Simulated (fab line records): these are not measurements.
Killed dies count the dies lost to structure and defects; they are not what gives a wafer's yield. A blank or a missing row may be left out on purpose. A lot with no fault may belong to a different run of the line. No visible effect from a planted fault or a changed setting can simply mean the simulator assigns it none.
Which tool is to blame? | flow n5Finfet | 24 wafers from 8 lots sampled at 3 of the route's 1938 steps

## WHAT EACH GAUGE READ, for each wafer
N5_BEOL_M4_OVL_MEAS_29.
lot  | measured     | on         | V3_OVL (nm)
L273 | day 8 06:57  | overlay-01 | 0.8 1.4 0.8
L276 | day 8 17:14  | overlay-02 | -0.6 0.2 0.1
L277 | day 8 20:57  | overlay-02 | 1.0 0.9 0.5
L281 | day 10 20:41 | overlay-01 | 11.7 11.9 11.3
L285 | day 11 12:18 | overlay-01 | 11.3 11.1 12.3
L287 | day 12 01:06 | overlay-02 | 0.9 0.3 1.6
L293 | day 13 14:40 | overlay-02 | 0.4 -0.1 0.9
L295 | day 14 01:50 | overlay-01 | 0.0 -0.1 0.5

## EACH LOT AND THE TOOL THAT RAN IT (in order: tool; ch and the chambers of the sampled wafers; start)
lot  | N5_BEOL_M4_ETCH_74                | N5_BEOL_M4_EXPOSE_25
L273 | rieDiel-02 ch 0,2, day 8 06:07    | euvScanner-01 ch 0, day 8 06:46
L276 | rieDiel-02 ch 2,3, day 8 16:20    | euvScanner-02 ch 0, day 8 17:03
L277 | rieDiel-05 ch 0,3, day 8 20:04    | euvScanner-01 ch 0, day 8 20:47
L281 | rieDiel-05 ch 0,1,2, day 10 19:48 | euvScanner-01 ch 0, day 10 20:30
L285 | rieDiel-05 ch 1,2, day 11 11:22   | euvScanner-01 ch 0, day 11 12:07
L287 | rieDiel-05 ch 0,2, day 12 00:14   | euvScanner-02 ch 0, day 12 00:55
L293 | rieDiel-04 ch 0,1,3, day 13 13:43 | euvScanner-02 ch 0, day 13 14:29
L295 | rieDiel-02 ch 1,2,3, day 14 01:05 | euvScanner-02 ch 0, day 14 01:40
- N5_BEOL_M4_ETCH_74: etches underlayer in N2/H2, target depth 6.5 nm, time 5.2 s.
- N5_BEOL_M4_EXPOSE_25: exposes mask V3, defocus 5 nm.

## THE ANSWER, worked out from the rows above alone
Rule: what is usual is taken from the lots themselves. Put in order of their means at a reading, lots are off if they are a third of the lots or fewer, leave a main group of 4 or more, and stand apart from it by a gap of 3 or more times the standard deviation of the main group's means; of several such gaps the widest counts. The tables above print the reading to a certain number of digits; a main group whose means all agree to those digits is not used. Also off: a lot with no number at a reading for which 4 or more lots have one. The other lots that the step has rows for count as sound.
Off: L281, L285, at N5_BEOL_M4_OVL_MEAS_29 (V3_OVL). For the main group the mean is 0.5 nm and the standard deviation 0.41.
If a tool, at a process step before that reading, ran all the lots that are off and no sound lot after the first of them, it fits. Gauges at N5_BEOL_M4_OVL_MEAS_29: tried the same way as those tools. One fits: N5_BEOL_M4_EXPOSE_25 on euvScanner-01. Its last sound lot is L277 (day 8 20:47), its first lot that is off L281 (day 10 20:30): a fault that began between those two fits.

## WHAT THE SIMULATOR HAD INSERTED
Scanner matching overlay: euvScanner-01, from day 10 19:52 on, at N5_BEOL_M4_EXPOSE_25. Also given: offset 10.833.
Struck lots among those shown: L281, L285. Same finding as the rule above.
